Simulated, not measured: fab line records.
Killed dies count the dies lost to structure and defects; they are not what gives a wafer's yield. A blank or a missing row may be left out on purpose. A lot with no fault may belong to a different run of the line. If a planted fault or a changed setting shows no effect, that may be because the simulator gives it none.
fab line records | flow nand-harc
[record] lots = 15 | wafers = 45 | last-day = 34
route steps=1302 shown A_ONON_D2@564 A_CHANNEL_HOLE_D2@582 END@1302
lots that met no fault: from a run of the same line without faults
start-h: hours from the record's opening day to when the first of the lot's shown wafers began | wait-h: hours from the lot's prior step to this one | " unchanged from the row above | L1.1+2: a row that stands for several wafers | - value missing, or start not given | * or withheld: withheld | < > ~ a bound
route shown NAME@n: names a module that has steps shown in the file, with the first one's number in the route | usual: the fault-free wafers' mean and standard deviation | same: alike in all rows | chamber/n: place in a boat | sites: the reading at each site | _std_site: the values' standard deviation | _edge_site: the outer-site mean with the inner-site mean subtracted | radius-mm: how far each site lies from the wafer's centre | mask NAME#n: copy n | behind: the most recent tool/chamber to have shaped the wafer | hold: why the lot went on hold/how many hours it stayed there/how the hold came to an end | device: names the non-switching transistor (n, p or np) | end of line: the route-end tests of the same wafers | a step given without rows: its recipe and nothing more | killed: dies lost to structure and defects at the first sort, not the wafer's yield | map: the dies of a wafer, with x for killed, . for not killed, _ for no die there
set.NAME: the setting that was run; set.NAME@STEP: the one run at that earlier step | model.NAME: the simulator's own value behind a step, which no gauge read
steps of the route over a sample of lots; a table a step, a row a wafer
services: a tool's chamber out of use, with start hour (start-h, from the record's first day; less than 0 if before it), hours out, and reason
[[steps]]
[step NHARC_A_ONON_D2_DEP_28]
[recipe] target-thk-a = 10000 | n2-flow-sccm = 2750 | n2o-flow-sccm = 2000 | nh3-flow-sccm = 500 | sih4-flow-sccm = 210 | temp-c = 400
[usual] n2-flow-sccm = 2749/8 | n2o-flow-sccm = 1999/5.5
lot.wafer | tool          | chamber | start-h | wait-h | n2-flow-sccm | n2o-flow-sccm
L164.2    | pecvd-onon-03 | 0       | 298.52  | 0.1    | 2747         | 2003
L164.3    | "             | 0       | "       | "      | 2746         | 1997
L164.6    | "             | 0       | "       | "      | 2751         | 1998
L162.2    | pecvd-onon-01 | 0       | 298.56  | 0.1    | 2748         | 1994
L162.3    | "             | 0       | "       | "      | 2753         | 1999
L162.4    | "             | 0       | "       | "      | 2749         | 1997
L165.2    | pecvd-onon-02 | 0       | 319.99  | 0.1    | 2756         | 1997
L165.3    | "             | 0       | "       | "      | 2755         | 2000
L165.6    | "             | 0       | "       | "      | 2761         | 2003
L168.3    | pecvd-onon-03 | 0       | 339.66  | 0.2    | 2736         | 2002
L168.4    | "             | 0       | "       | "      | 2753         | 1999
L168.5    | "             | 0       | "       | "      | 2759         | 2004
L169.2    | pecvd-onon-03 | 0       | 366.25  | 0.1    | 2767         | 2004
L169.3    | "             | 0       | "       | "      | 2763         | 1998
L169.6    | "             | 0       | "       | "      | 2746         | 1988
L170.1    | pecvd-onon-03 | 0       | 372.77  | 0.1    | 2749         | 2003
L170.5    | "             | 0       | "       | "      | 2746         | 1999
L170.6    | "             | 0       | "       | "      | 2749         | 2006
L171.3    | pecvd-onon-01 | 0       | 373.15  | 0.3    | 2753         | 1994
L171.4    | "             | 0       | "       | "      | 2761         | 2006
L171.6    | "             | 0       | "       | "      | 2761         | 1995
L173.3    | pecvd-onon-01 | 0       | 389.32  | 0.2    | 2739         | 1987
L173.5    | "             | 0       | "       | "      | 2735         | 1991
L173.6    | "             | 0       | "       | "      | 2743         | 1988
L172.3    | pecvd-onon-02 | 0       | 389.32  | 0.2    | 2752         | 1995
L172.4    | "             | 0       | "       | "      | 2756         | 2003
L172.6    | "             | 0       | "       | "      | 2753         | 2001
L174.2    | pecvd-onon-01 | 0       | 407.72  | 0.1    | 2752         | 1994
L174.4    | "             | 0       | "       | "      | 2747         | 1999
L174.6    | "             | 0       | "       | "      | 2749         | 1998
L176.2    | pecvd-onon-03 | 0       | 424.41  | 0.1    | 2736         | 1988
L176.3    | "             | 0       | "       | "      | 2729         | 1994
L176.5    | "             | 0       | "       | "      | 2745         | 1991
L181.1    | pecvd-onon-03 | -       | 467.12  | 0.1    | -            | -
L181.2    | "             | -       | "       | "      | -            | -
L181.4    | "             | -       | "       | "      | -            | -
L180.2    | pecvd-onon-01 | -       | 467.21  | 0.1    | -            | -
L180.4    | "             | -       | "       | "      | -            | -
L180.5    | "             | -       | "       | "      | -            | -
L182.1    | pecvd-onon-02 | -       | 490.88  | 0.1    | -            | -
L182.2    | "             | -       | "       | "      | -            | -
L182.4    | "             | -       | "       | "      | -            | -
L185.2    | pecvd-onon-01 | 0       | 525.74  | 0.1    | 2745         | 1988
L185.4    | "             | 0       | "       | "      | 2747         | 1997
L185.6    | "             | 0       | "       | "      | 2735         | 1996
[step NHARC_A_CHANNEL_HOLE_D2_CD_MEAS_10]
[recipe] target-cd-nm = 100 | landing-energy-ev = 500
[usual] cd-nm = 100.1/0.4
[same] landing-energy-ev = 500
lot.wafer | tool      | chamber | start-h | wait-h | cd-nm
L164.2    | cd-sem-03 | 0       | 302.21  | -      | 99.6
L164.3    | "         | 0       | "       | "      | 99.9
L164.6    | "         | 0       | "       | "      | 100.1
L162.2    | cd-sem-02 | 0       | 302.51  | -      | 100.0
L162.3    | "         | 0       | "       | "      | 99.7
L162.4    | "         | 0       | "       | "      | 99.7
L165.2    | cd-sem-02 | 0       | 327.52  | -      | 99.8
L165.3    | "         | 0       | "       | "      | 99.9
L165.6    | "         | 0       | "       | "      | 100.0
L168.3    | cd-sem-03 | 0       | 343.17  | -      | 100.4
L168.4    | "         | 0       | "       | "      | 100.6
L168.5    | "         | 0       | "       | "      | 100.7
L169.2    | cd-sem-01 | 0       | 369.98  | -      | 100.2
L169.3    | "         | 0       | "       | "      | 100.8
L169.6    | "         | 0       | "       | "      | 100.2
L170.1    | cd-sem-01 | 0       | 379.04  | -      | 99.9
L170.5    | "         | 0       | "       | "      | 99.6
L170.6    | "         | 0       | "       | "      | 99.4
L171.3    | cd-sem-03 | 0       | 379.57  | -      | 100.0
L171.4    | "         | 0       | "       | "      | 99.9
L171.6    | "         | 0       | "       | "      | 99.7
L173.3    | cd-sem-03 | 0       | 396.08  | -      | 99.9
L173.5    | "         | 0       | "       | "      | 99.6
L173.6    | "         | 0       | "       | "      | 99.9
L172.3    | cd-sem-02 | 0       | 396.65  | -      | 100.3
L172.4    | "         | 0       | "       | "      | 100.4
L172.6    | "         | 0       | "       | "      | 100.3
L174.2    | cd-sem-03 | 0       | 412.14  | -      | 100.1
L174.4    | "         | 0       | "       | "      | 99.6
L174.6    | "         | 0       | "       | "      | 99.2
L176.2    | cd-sem-03 | 0       | 428.42  | -      | 99.8
L176.3    | "         | 0       | "       | "      | 100.1
L176.5    | "         | 0       | "       | "      | 100.0
L185.2    | cd-sem-02 | 0       | 529.41  | -      | 100.7
L185.4    | "         | 0       | "       | "      | 100.5
L185.6    | "         | 0       | "       | "      | 100.5
[step NHARC_END_SORT_01]
[recipe] temp-c = 25
[usual] killed-at-array = 56/21 | killed-at-other = 1.2/1.6 | killed-at-periphery = 3.7/2.5 | killed-dies = 61/21 | killed-open = 3.1/1.8 | killed-short = 2.8/1.7
[same] gross-dies = 677
lot.wafer | tool      | chamber | start-h | wait-h | hold                   | killed-at-array | killed-at-other | killed-at-periphery | killed-dies | killed-open | killed-short
L164.2    | prober-01 | 0       | 561.21  | 2.8    | -                      | 82              | 2               | 1                   | 85          | 2           | 2
L164.3    | prober-01 | 0       | 562.02  | 3.1    | -                      | 81              | 0               | 0                   | 81          | 0           | 5
L164.6    | prober-01 | 0       | 564.43  | 4.0    | -                      | 69              | 0               | 3                   | 72          | 5           | 5
L162.2    | prober-02 | 0       | 575.70  | 2.8    | -                      | 52              | 2               | 1                   | 55          | 2           | 6
L162.3    | prober-02 | 0       | 576.50  | 3.1    | -                      | 39              | 1               | 2                   | 42          | 2           | 2
L162.4    | prober-02 | 0       | 577.30  | 3.4    | -                      | 47              | 0               | 1                   | 48          | 4           | 2
L168.3    | prober-02 | 0       | 602.31  | 3.0    | -                      | 74              | 0               | 3                   | 77          | 4           | 2
L168.4    | prober-02 | 0       | 603.08  | 3.3    | -                      | 67              | 1               | 0                   | 68          | 1           | 1
L168.5    | prober-02 | 0       | 603.85  | 3.6    | -                      | 76              | 3               | 5                   | 84          | 5           | 3
L165.2    | prober-02 | 0       | 609.21  | 2.8    | -                      | 23              | 0               | 4                   | 27          | 8           | 3
L165.3    | prober-02 | 0       | 610.01  | 3.1    | -                      | 23              | 0               | 4                   | 27          | 3           | 4
L165.6    | prober-02 | 0       | 612.40  | 4.0    | -                      | 30              | 1               | 7                   | 38          | 7           | 2
L169.2    | prober-02 | 0       | 634.88  | 2.7    | -                      | 69              | 1               | 6                   | 76          | 1           | 3
L169.3    | prober-02 | 0       | 635.69  | 3.1    | -                      | 81              | 6               | 4                   | 91          | 5           | 2
L169.6    | prober-02 | 0       | 638.09  | 4.0    | -                      | 65              | 4               | 2                   | 71          | 5           | 2
L170.1    | prober-02 | 0       | 652.64  | 2.5    | -                      | 52              | 4               | 4                   | 60          | 7           | 0
L170.5    | prober-02 | 0       | 655.86  | 3.7    | -                      | 57              | 0               | 3                   | 60          | 2           | 2
L170.6    | prober-02 | 0       | 656.66  | 4.0    | -                      | 68              | 1               | 1                   | 70          | 3           | 4
L171.3    | prober-01 | 0       | 654.19  | 3.1    | -                      | 75              | 4               | 6                   | 85          | 2           | 3
L171.4    | prober-01 | 0       | 654.99  | 3.4    | -                      | 65              | 0               | 2                   | 67          | 2           | 2
L171.6    | prober-01 | 0       | 656.60  | 4.0    | -                      | 88              | 1               | 1                   | 90          | 1           | 3
L172.3    | prober-01 | 0       | 662.06  | 3.1    | -                      | 40              | 2               | 2                   | 44          | 3           | 2
L172.4    | prober-01 | 0       | 662.86  | 3.4    | -                      | 23              | 1               | 2                   | 26          | 3           | 1
L172.6    | prober-01 | 0       | 664.47  | 4.0    | -                      | 37              | 1               | 1                   | 39          | 7           | 4
L173.3    | prober-02 | 0       | 673.28  | 3.1    | -                      | 47              | 3               | 8                   | 58          | 5           | 4
L173.5    | prober-02 | 0       | 674.85  | 3.7    | -                      | 47              | 0               | 2                   | 49          | 0           | 2
L173.6    | prober-02 | 0       | 675.64  | 3.9    | -                      | 42              | 0               | 5                   | 47          | 2           | 3
L174.2    | prober-01 | 0       | 691.25  | 2.8    | -                      | 50              | 0               | 2                   | 52          | 2           | 1
L174.4    | prober-01 | 0       | 692.86  | 3.4    | -                      | 44              | 0               | 3                   | 47          | 2           | 1
L174.6    | prober-01 | 0       | 694.47  | 4.0    | -                      | 35              | 0               | 3                   | 38          | 2           | 1
L176.2    | prober-02 | 0       | 698.92  | 2.8    | -                      | 69              | 0               | 2                   | 71          | 2           | 1
L176.3    | prober-02 | 0       | 699.73  | 3.1    | -                      | 87              | 2               | 1                   | 90          | 2           | 5
L176.5    | prober-02 | 0       | 701.34  | 3.7    | -                      | 87              | 1               | 2                   | 90          | 5           | 4
L181.1    | prober-02 | 0       | 738.75  | 2.5    | await-dispo/2.3h/scrap | 677             | 0               | 0                   | 677         | 0           | 1
L181.2    | prober-02 | 0       | 739.55  | 2.8    | await-dispo/2.3h/scrap | 672             | 1               | 4                   | 677         | 4           | 6
L181.4    | prober-02 | 0       | 741.15  | 3.4    | await-dispo/2.3h/scrap | 674             | 0               | 3                   | 677         | 4           | 4
L180.2    | prober-01 | 0       | 739.59  | 2.8    | await-dispo/0.7h/scrap | 673             | 0               | 4                   | 677         | 3           | 5
L180.4    | prober-01 | 0       | 741.21  | 3.4    | await-dispo/0.7h/scrap | 675             | 0               | 2                   | 677         | 3           | 1
L180.5    | prober-01 | 0       | 742.02  | 3.7    | await-dispo/0.7h/scrap | 671             | 1               | 5                   | 677         | 5           | 4
L182.1    | prober-01 | 0       | 791.47  | 2.5    | await-dispo/3.7h/scrap | 674             | 0               | 3                   | 677         | 3           | 2
L182.2    | prober-01 | 0       | 792.27  | 2.8    | await-dispo/3.7h/scrap | 671             | 1               | 5                   | 677         | 6           | 3
L182.4    | prober-01 | 0       | 793.88  | 3.4    | await-dispo/3.7h/scrap | 672             | 5               | 0                   | 677         | 0           | 3
L185.2    | prober-01 | 0       | 805.81  | 2.8    | -                      | 19              | 2               | 3                   | 24          | 2           | 3
L185.4    | prober-01 | 0       | 807.42  | 3.4    | -                      | 26              | 4               | 8                   | 38          | 8           | 0
L185.6    | prober-01 | 0       | 809.03  | 4.0    | -                      | 20              | 4               | 7                   | 31          | 5           | 3
// killed by level:class
L164.2 A_CHANNEL_HOLE_D1:chamber-film-flake=35 A_CHANNEL_HOLE_D2:chamber-film-flake=31 A_WL_FILL:chamber-film-flake=5 A_STAIRCASE:chamber-film-flake=4 A_CONTACT:chamber-film-flake=2 THIN_TSV:chamber-film-flake=2 A_CHANNEL_HOLE_D1:geometric-particle:open=1 A_CHANNEL_FILL_D1:geometric-particle:open=1
L164.3 A_CHANNEL_HOLE_D1:chamber-film-flake=35 A_CHANNEL_HOLE_D2:chamber-film-flake=33 A_WL_FILL:chamber-film-flake=3 A_CONTACT:chamber-film-flake=3 A_DECK1_JOINT:geometric-particle:short=2 A_CHANNEL_HOLE_D1:geometric-particle:short=1 A_CHANNEL_FILL_D1:geometric-particle:short=1 A_ONON_D2:geometric-particle:short=1
L164.6 A_CHANNEL_HOLE_D2:chamber-film-flake=31 A_CHANNEL_HOLE_D1:chamber-film-flake=20 A_WL_FILL:chamber-film-flake=4 A_CHANNEL_FILL_D1:geometric-particle:short=3 A_CONTACT:chamber-film-flake=3 A_STAIRCASE:chamber-film-flake=2 P_GATE:geometric-particle:open=1 A_ONON_D1:geometric-particle:open=1
L162.2 A_CHANNEL_HOLE_D2:chamber-film-flake=39 A_ONON_D2:geometric-particle:short=2 A_CHANNEL_HOLE_D2:geometric-particle:short=2 A_CHANNEL_HOLE_D1:chamber-film-flake=2 A_CONTACT:chamber-film-flake=2 THIN_TSV:chamber-film-flake=2 P_M0:geometric-particle:open=1 A_CHANNEL_FILL_D1:geometric-particle:short=1
L162.3 A_CHANNEL_HOLE_D2:chamber-film-flake=28 P_STI:chamber-film-flake=2 A_STAIRCASE:chamber-film-flake=2 A_ONON_D1:geometric-particle:short=1 A_CHANNEL_FILL_D1:geometric-particle:open=1 A_CHANNEL_HOLE_D2:geometric-particle:open=1 A_M1:geometric-particle:short=1 A_ZERO_WELL:chamber-film-flake=1
L162.4 A_CHANNEL_HOLE_D2:chamber-film-flake=34 A_CONTACT:chamber-film-flake=6 A_CHANNEL_HOLE_D1:geometric-particle:open=1 A_CHANNEL_FILL_D2:geometric-particle:open=1 A_CHANNEL_FILL_D2:geometric-particle:short=1 A_WL_FILL:geometric-particle:short=1 A_BLC:geometric-particle:open=1 A_M0:geometric-particle:open=1
L168.3 A_SLIT:chamber-film-flake=33 A_CHANNEL_HOLE_D2:chamber-film-flake=32 A_CHANNEL_HOLE_D1:chamber-film-flake=4 P_CONTACT:geometric-particle:short=1 P_M0:geometric-particle:open=1 P_M1:geometric-particle:open=1 A_ONON_D1:geometric-particle:short=1 A_DECK1_JOINT:geometric-particle:open=1
L168.4 A_CHANNEL_HOLE_D2:chamber-film-flake=31 A_SLIT:chamber-film-flake=19 A_CHANNEL_HOLE_D1:chamber-film-flake=5 A_CHANNEL_FILL_D1:chamber-film-flake=3 A_STAIRCASE:chamber-film-flake=3 A_CONTACT:chamber-film-flake=2 A_DECK1_JOINT:geometric-particle:open=1 A_CHANNEL_FILL_D2:geometric-particle:short=1
L168.5 A_CHANNEL_HOLE_D2:chamber-film-flake=31 A_SLIT:chamber-film-flake=24 A_CHANNEL_HOLE_D1:chamber-film-flake=6 A_CONTACT:chamber-film-flake=4 P_M2:chamber-film-flake=3 A_STAIRCASE:chamber-film-flake=3 P_GATE:geometric-particle:open=2 THIN_TSV:chamber-film-flake=2
L165.2 A_CHANNEL_HOLE_D2:chamber-film-flake=8 A_CHANNEL_FILL_D2:geometric-particle:open=3 A_CONTACT:chamber-film-flake=3 A_CHANNEL_HOLE_D1:chamber-film-flake=2 A_STAIRCASE:chamber-film-flake=2 P_CONTACT:geometric-particle:open=1 P_M0:geometric-particle:short=1 P_M1:geometric-particle:open=1
L165.3 A_CHANNEL_HOLE_D2:chamber-film-flake=6 A_CONTACT:chamber-film-flake=5 A_STAIRCASE:chamber-film-flake=4 P_M0:geometric-particle:open=1 A_ONON_D1:geometric-particle:short=1 A_CHANNEL_FILL_D2:geometric-particle:short=1 A_CHANNEL_FILL_D2:geometric-particle:open=1 A_WL_FILL:geometric-particle:short=1
L165.6 A_CHANNEL_HOLE_D2:chamber-film-flake=11 A_STAIRCASE:chamber-film-flake=6 A_CONTACT:chamber-film-flake=3 P_CONTACT:geometric-particle:open=2 A_DECK1_JOINT:chamber-film-flake=2 P_GATE:geometric-particle:open=1 P_M0:geometric-particle:open=1 P_M0:geometric-particle:short=1
L169.2 A_SLIT:chamber-film-flake=25 A_CHANNEL_HOLE_D2:chamber-film-flake=24 A_CONTACT:chamber-film-flake=8 A_CHANNEL_HOLE_D1:chamber-film-flake=7 P_M0:geometric-particle:short=2 P_GATE:chamber-film-flake=2 A_STAIRCASE:chamber-film-flake=2 P_CONTACT:geometric-particle:short=1
L169.3 A_CHANNEL_HOLE_D2:chamber-film-flake=30 A_SLIT:chamber-film-flake=28 A_CONTACT:chamber-film-flake=8 THIN_TSV:chamber-film-flake=6 A_STAIRCASE:chamber-film-flake=4 A_CHANNEL_FILL_D1:chamber-film-flake=3 P_GATE:chamber-film-flake=2 A_CHANNEL_HOLE_D1:chamber-film-flake=2
L169.6 A_SLIT:chamber-film-flake=25 A_CHANNEL_HOLE_D2:chamber-film-flake=24 A_CONTACT:chamber-film-flake=5 THIN_TSV:chamber-film-flake=4 A_CHANNEL_HOLE_D1:chamber-film-flake=2 P_M0:geometric-particle:open=1 A_ONON_D1:geometric-particle:open=1 A_CHANNEL_FILL_D1:geometric-particle:open=1
L170.1 A_CHANNEL_HOLE_D1:chamber-film-flake=25 A_CHANNEL_HOLE_D2:chamber-film-flake=11 A_CONTACT:chamber-film-flake=6 A_SLIT:chamber-film-flake=3 THIN_TSV:chamber-film-flake=3 A_M1:geometric-particle:open=2 P_CONTACT:geometric-particle:open=1 P_M0:geometric-particle:open=1
L171.3 A_CHANNEL_HOLE_D1:chamber-film-flake=28 A_SLIT:chamber-film-flake=26 A_CHANNEL_HOLE_D2:chamber-film-flake=10 A_CONTACT:chamber-film-flake=3 A_ONON_D1:geometric-particle:short=2 P_ZERO_WELL:chamber-film-flake=2 P_M1:chamber-film-flake=2 A_CHANNEL_FILL_D1:chamber-film-flake=2
L171.4 A_CHANNEL_HOLE_D1:chamber-film-flake=26 A_SLIT:chamber-film-flake=16 A_CHANNEL_HOLE_D2:chamber-film-flake=15 P_M1:chamber-film-flake=2 A_M1:chamber-film-flake=2 A_SOURCE_PLATE:geometric-particle:short=1 A_CHANNEL_HOLE_D2:geometric-particle:open=1 A_CHANNEL_FILL_D2:geometric-particle:short=1
L170.5 A_CHANNEL_HOLE_D1:chamber-film-flake=28 A_CHANNEL_HOLE_D2:chamber-film-flake=14 A_CONTACT:chamber-film-flake=8 A_M1:chamber-film-flake=2 P_GATE:geometric-particle:short=1 A_CHANNEL_FILL_D1:geometric-particle:short=1 A_SGD_CUT:geometric-particle:open=1 A_SLIT:geometric-particle:open=1
L171.6 A_CHANNEL_HOLE_D1:chamber-film-flake=34 A_SLIT:chamber-film-flake=29 A_CHANNEL_HOLE_D2:chamber-film-flake=15 A_STAIRCASE:chamber-film-flake=4 P_CONTACT:geometric-particle:short=1 A_ONON_D2:geometric-particle:short=1 A_CHANNEL_HOLE_D2:geometric-particle:short=1 A_M0:geometric-particle:open=1
L170.6 A_CHANNEL_HOLE_D1:chamber-film-flake=34 A_CHANNEL_HOLE_D2:chamber-film-flake=15 A_CONTACT:chamber-film-flake=11 P_M0:geometric-particle:open=1 A_ONON_D1:geometric-particle:short=1 A_CHANNEL_FILL_D1:geometric-particle:open=1 A_DECK1_JOINT:geometric-particle:open=1 A_ONON_D2:geometric-particle:short=1
L172.3 A_CHANNEL_HOLE_D2:chamber-film-flake=23 A_CHANNEL_HOLE_D1:chamber-film-flake=9 P_GATE:chamber-film-flake=2 A_SLIT:chamber-film-flake=2 THIN_TSV:chamber-film-flake=2 A_ONON_D1:geometric-particle:open=1 A_DECK1_JOINT:geometric-particle:short=1 A_CHANNEL_HOLE_D2:geometric-particle:short=1
L172.4 A_CHANNEL_HOLE_D2:chamber-film-flake=14 A_CHANNEL_HOLE_D1:chamber-film-flake=3 A_CONTACT:chamber-film-flake=2 P_STI:geometric-particle:open=1 P_M0:geometric-particle:open=1 A_CHANNEL_FILL_D2:geometric-particle:open=1 A_SGD_CUT:geometric-particle:short=1 A_STAIRCASE:chamber-film-flake=1
L172.6 A_CHANNEL_HOLE_D2:chamber-film-flake=14 A_CHANNEL_HOLE_D1:chamber-film-flake=10 A_WL_FILL:geometric-particle:short=4 A_STAIRCASE:chamber-film-flake=3 A_WL_FILL:geometric-particle:open=2 A_M0:geometric-particle:open=2 A_DECK1_JOINT:geometric-particle:open=1 A_CHANNEL_HOLE_D2:geometric-particle:open=1
L173.3 A_CHANNEL_HOLE_D1:chamber-film-flake=37 P_GATE:chamber-film-flake=3 P_M0:geometric-particle:open=2 P_STI:chamber-film-flake=2 P_CONTACT:geometric-particle:open=1 A_SOURCE_PLATE:geometric-particle:short=1 A_ONON_D1:geometric-particle:short=1 A_M0:geometric-particle:open=1
L173.5 A_CHANNEL_HOLE_D1:chamber-film-flake=33 A_CONTACT:chamber-film-flake=4 P_ZERO_WELL:chamber-film-flake=2 A_ZERO_WELL:chamber-film-flake=2 A_SOURCE_PLATE:geometric-particle:short=1 A_ONON_D1:geometric-particle:short=1 A_CHANNEL_HOLE_D2:chamber-film-flake=1 A_CHANNEL_FILL_D2:chamber-film-flake=1
L173.6 A_CHANNEL_HOLE_D1:chamber-film-flake=29 P_GATE:chamber-film-flake=4 A_WL_FILL:geometric-particle:short=2 A_M0:geometric-particle:open=2 A_STAIRCASE:chamber-film-flake=2 A_CONTACT:chamber-film-flake=2 A_M1:geometric-particle:short=1 P_STI:chamber-film-flake=1
L174.2 A_CHANNEL_HOLE_D2:chamber-film-flake=20 A_CHANNEL_HOLE_D1:chamber-film-flake=13 A_CHANNEL_FILL_D2:chamber-film-flake=5 A_BLC:chamber-film-flake=3 P_BONDPAD:chamber-film-flake=2 A_SLIT:chamber-film-flake=2 A_STAIRCASE:chamber-film-flake=2 A_CONTACT:chamber-film-flake=2
L174.4 A_CHANNEL_HOLE_D2:chamber-film-flake=16 A_CHANNEL_HOLE_D1:chamber-film-flake=7 A_STAIRCASE:chamber-film-flake=4 A_CONTACT:chamber-film-flake=4 A_DECK1_JOINT:chamber-film-flake=3 A_SLIT:chamber-film-flake=3 A_BLC:chamber-film-flake=3 P_BONDPAD:chamber-film-flake=2
L174.6 A_CHANNEL_HOLE_D2:chamber-film-flake=13 A_CHANNEL_HOLE_D1:chamber-film-flake=8 A_BLC:chamber-film-flake=4 P_BONDPAD:chamber-film-flake=3 A_STAIRCASE:chamber-film-flake=2 A_SLIT:chamber-film-flake=2 A_CHANNEL_FILL_D1:geometric-particle:open=1 A_ONON_D2:geometric-particle:open=1
L176.2 A_CHANNEL_HOLE_D1:chamber-film-flake=23 A_SLIT:chamber-film-flake=20 A_CHANNEL_HOLE_D2:chamber-film-flake=12 A_SGD_CUT:chamber-film-flake=6 P_GATE:chamber-film-flake=2 A_STAIRCASE:chamber-film-flake=2 A_DECK1_JOINT:geometric-particle:open=1 A_WL_FILL:geometric-particle:open=1
L176.3 A_CHANNEL_HOLE_D1:chamber-film-flake=29 A_SLIT:chamber-film-flake=22 A_CHANNEL_HOLE_D2:chamber-film-flake=18 A_SGD_CUT:chamber-film-flake=7 A_CONTACT:chamber-film-flake=2 A_CHANNEL_FILL_D1:chamber-film-flake=2 A_CHANNEL_FILL_D2:chamber-film-flake=2 P_CONTACT:geometric-particle:open=1
L176.5 A_SLIT:chamber-film-flake=27 A_CHANNEL_HOLE_D1:chamber-film-flake=23 A_CHANNEL_HOLE_D2:chamber-film-flake=23 A_CONTACT:chamber-film-flake=3 A_WL_FILL:geometric-particle:open=2 A_STAIRCASE:chamber-film-flake=2 P_GATE:geometric-particle:open=1 A_ONON_D1:geometric-particle:short=1
L181.1 A_ONON_D2:area-dep=624 A_CHANNEL_HOLE_D2:chamber-film-flake=22 A_CHANNEL_HOLE_D1:chamber-film-flake=10 A_SLIT:chamber-film-flake=7 A_STAIRCASE:chamber-film-flake=5 A_ZERO_WELL:chamber-film-flake=2 A_CHANNEL_FILL_D1:chamber-film-flake=2 A_CONTACT:chamber-film-flake=2
L181.2 A_ONON_D2:area-dep=621 A_CHANNEL_HOLE_D2:chamber-film-flake=20 A_STAIRCASE:chamber-film-flake=6 A_CHANNEL_HOLE_D1:chamber-film-flake=5 A_SLIT:chamber-film-flake=5 A_CONTACT:chamber-film-flake=5 A_BLC:geometric-particle:open=2 A_CHANNEL_FILL_D1:chamber-film-flake=2
L180.2 A_ONON_D2:area-dep=624 A_SLIT:chamber-film-flake=27 A_CHANNEL_HOLE_D1:chamber-film-flake=7 A_CONTACT:chamber-film-flake=3 A_ZERO_WELL:chamber-film-flake=2 P_M2:geometric-particle:short=1 A_ONON_D1:geometric-particle:short=1 A_CHANNEL_HOLE_D1:geometric-particle:open=1
L181.4 A_ONON_D2:area-dep=624 A_CHANNEL_HOLE_D2:chamber-film-flake=21 A_CHANNEL_HOLE_D1:chamber-film-flake=9 A_STAIRCASE:chamber-film-flake=7 A_WL_FILL:geometric-particle:short=3 P_BONDPAD:chamber-film-flake=2 A_SLIT:chamber-film-flake=2 P_STI:geometric-particle:open=1
L180.4 A_ONON_D2:area-dep=620 A_SLIT:chamber-film-flake=24 A_CHANNEL_HOLE_D1:chamber-film-flake=17 A_SGD_CUT:chamber-film-flake=4 A_ONON_D1:geometric-particle:open=2 A_STAIRCASE:chamber-film-flake=2 A_CHANNEL_HOLE_D1:geometric-particle:short=1 A_CHANNEL_FILL_D2:geometric-particle:open=1
L180.5 A_ONON_D2:area-dep=617 A_SLIT:chamber-film-flake=27 A_CHANNEL_HOLE_D1:chamber-film-flake=12 P_M0:geometric-particle:open=2 A_CONTACT:chamber-film-flake=2 A_DECK1_JOINT:chamber-film-flake=2 A_SGD_CUT:chamber-film-flake=2 P_ZERO_WELL:geometric-particle:open=1
L182.1 A_ONON_D2:area-dep=597 A_SLIT:chamber-film-flake=25 A_CHANNEL_HOLE_D2:chamber-film-flake=24 A_CHANNEL_HOLE_D1:chamber-film-flake=10 A_CONTACT:chamber-film-flake=7 A_M0:chamber-film-flake=5 P_GATE:geometric-particle:open=1 P_M2:geometric-particle:open=1
L182.2 A_ONON_D2:area-dep=590 A_SLIT:chamber-film-flake=31 A_CHANNEL_HOLE_D2:chamber-film-flake=20 A_CHANNEL_HOLE_D1:chamber-film-flake=12 A_CONTACT:chamber-film-flake=7 A_CHANNEL_FILL_D1:chamber-film-flake=3 P_GATE:chamber-film-flake=2 P_STI:geometric-particle:open=1
L182.4 A_ONON_D2:area-dep=602 A_SLIT:chamber-film-flake=26 A_CHANNEL_HOLE_D2:chamber-film-flake=21 A_CHANNEL_HOLE_D1:chamber-film-flake=8 A_M0:chamber-film-flake=7 THIN_TSV:chamber-film-flake=5 A_CONTACT:chamber-film-flake=3 A_ONON_D1:geometric-particle:short=1
L185.2 A_SLIT:chamber-film-flake=9 A_CONTACT:chamber-film-flake=3 A_CHANNEL_HOLE_D2:chamber-film-flake=2 THIN_TSV:chamber-film-flake=2 P_CONTACT:geometric-particle:open=1 P_M0:geometric-particle:short=1 A_ONON_D2:geometric-particle:short=1 A_SLIT:geometric-particle:open=1
L185.4 A_SLIT:chamber-film-flake=9 A_CONTACT:chamber-film-flake=6 P_GATE:chamber-film-flake=5 THIN_TSV:chamber-film-flake=4 P_M0:geometric-particle:open=2 A_M0:geometric-particle:open=2 A_CHANNEL_HOLE_D2:chamber-film-flake=2 A_CHANNEL_HOLE_D1:geometric-particle:open=1
L185.6 A_SLIT:chamber-film-flake=7 A_CONTACT:chamber-film-flake=5 THIN_TSV:chamber-film-flake=4 P_GATE:chamber-film-flake=4 P_M0:geometric-particle:open=2 A_ONON_D1:geometric-particle:open=2 A_ONON_D2:geometric-particle:short=2 A_ONON_D1:geometric-particle:short=1
[[services]]
tool          | chamber | start-h | hours | kind
pecvd-onon-02 | -       | 366.61  | 13.0  | pm
pecvd-onon-03 | -       | 408.00  | 13.0  | pm
pecvd-onon-01 | -       | 450.07  | 13.0  | pm
[[key]]
[first-sign] step = NHARC_A_ONON_D2_DEP_28 | reading = tool-record | direction = missing
[effect] step = NHARC_END_SORT_01 | reading = killed-at-array | direction = up | sigmas = 29 | usual = 56 | struck = 673
[more-kills-born-at] NHARC_A_ONON_D2_DEP_28@pecvd-onon-03 = 1869 | NHARC_A_ONON_D2_DEP_28@pecvd-onon-01 = 1861 | NHARC_A_ONON_D2_DEP_28@pecvd-onon-02 = 1789
met-at NHARC_A_ONON_D2_DEP_28
struck-lots L180,L181,L182
later-rows-left-out L180.2,L180.4,L180.5,L181.1,L181.2,L181.4,L182.1,L182.2,L182.4
tester-left-out L180,L181,L182
not-acting-at NHARC_A_CHANNEL_HOLE_D2_CD_MEAS_10
onset-between 424.41 467.12
[fault] kind = skipped-step-whole | tool = pecvd-onon-01,pecvd-onon-02,pecvd-onon-03 | chamber = - | onset-h = 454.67 | steps = NHARC_A_ONON_D2_DEP_28 | scope = struck-lots-only
// tester-left-out: of these lots the tester's yield and bins aren't shown, on N5 and GAA mostly nor the transistor test; their killed dies are dies lost to structure and defects alone, not to doping, threshold or leakage, so they don't give the yield
// later-rows-left-out: the simulator's readings of these wafers behind a module that went badly wrong aren't trusted and aren't shown, but for the sort
